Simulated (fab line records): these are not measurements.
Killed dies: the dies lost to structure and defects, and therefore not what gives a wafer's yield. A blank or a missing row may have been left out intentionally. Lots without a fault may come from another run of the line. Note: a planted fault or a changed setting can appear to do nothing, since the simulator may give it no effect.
Matching of chambers :: flow n5_finfet :: rie_si-06 running N5_FIN_SAQP_MANDREL2_REMOVE_60: 4 sister chambers
The step chemistry HBr/Cl2/O2, target a-Si, stops on SiNx, bt time 10 s. 4 wafers are shown with their chamber, then 12 later ones without.

== WAFERS WITH THEIR CHAMBER ==
wafer: L088.1
chamber: 1
drypump_motor_current_A (A): 5.6

wafer: L090.1
chamber: 3
drypump_motor_current_A (A): 5.3

wafer: L090.3
chamber: 0
drypump_motor_current_A (A): 5.2

wafer: L090.4
chamber: 2
drypump_motor_current_A (A): 5.8

== WAFERS WITHOUT THEIR CHAMBER ==
wafer: L092.1
drypump_motor_current_A (A): 5.8

wafer: L092.2
drypump_motor_current_A (A): 5.3

wafer: L092.4
drypump_motor_current_A (A): 5.6

wafer: L093.1
drypump_motor_current_A (A): 5.2

wafer: L093.3
drypump_motor_current_A (A): 5.8

wafer: L093.4
drypump_motor_current_A (A): 5.3

wafer: L094.1
drypump_motor_current_A (A): 5.2

wafer: L094.5
drypump_motor_current_A (A): 5.8

wafer: L094.6
drypump_motor_current_A (A): 5.2

wafer: L097.1
drypump_motor_current_A (A): 5.7

wafer: L097.3
drypump_motor_current_A (A): 5.6

wafer: L097.5
drypump_motor_current_A (A): 5.3

== EACH ONE'S CHAMBER ==
wafer: L092.1
from the rows above: 2
in truth: 2

wafer: L092.2
from the rows above: 3
in truth: 3

wafer: L092.4
from the rows above: 1
in truth: 1

wafer: L093.1
from the rows above: 0
in truth: 0

wafer: L093.3
from the rows above: 2
in truth: 2

wafer: L093.4
from the rows above: 3
in truth: 3

wafer: L094.1
from the rows above: 0
in truth: 0

wafer: L094.5
from the rows above: 2
in truth: 2

wafer: L094.6
from the rows above: 0
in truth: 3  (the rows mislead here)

wafer: L097.1
from the rows above: can't be placed: 2 or 1
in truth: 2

wafer: L097.3
from the rows above: 1
in truth: 1

wafer: L097.5
from the rows above: 3
in truth: 3
Correctly placed: 10 of 12. Can't be placed from these rows: 1 (the true chamber is among the candidates in 1). Wrongly placed: 1.
How it was worked out, from the rows above alone: a wafer's distance from a chamber is the root of the sum, over the readings, of the square of ((its reading less the chamber's mean) divided by the reading's scatter). If the next closest chamber is less than 2 further off than the closest, the wafer can't be placed; otherwise it belongs to the closest. The mean given for a chamber averages the wafers shown for that chamber. The scatter: with one shown wafer a chamber, the root of the mean of the squares of how far each hidden wafer lies from its nearest shown one.
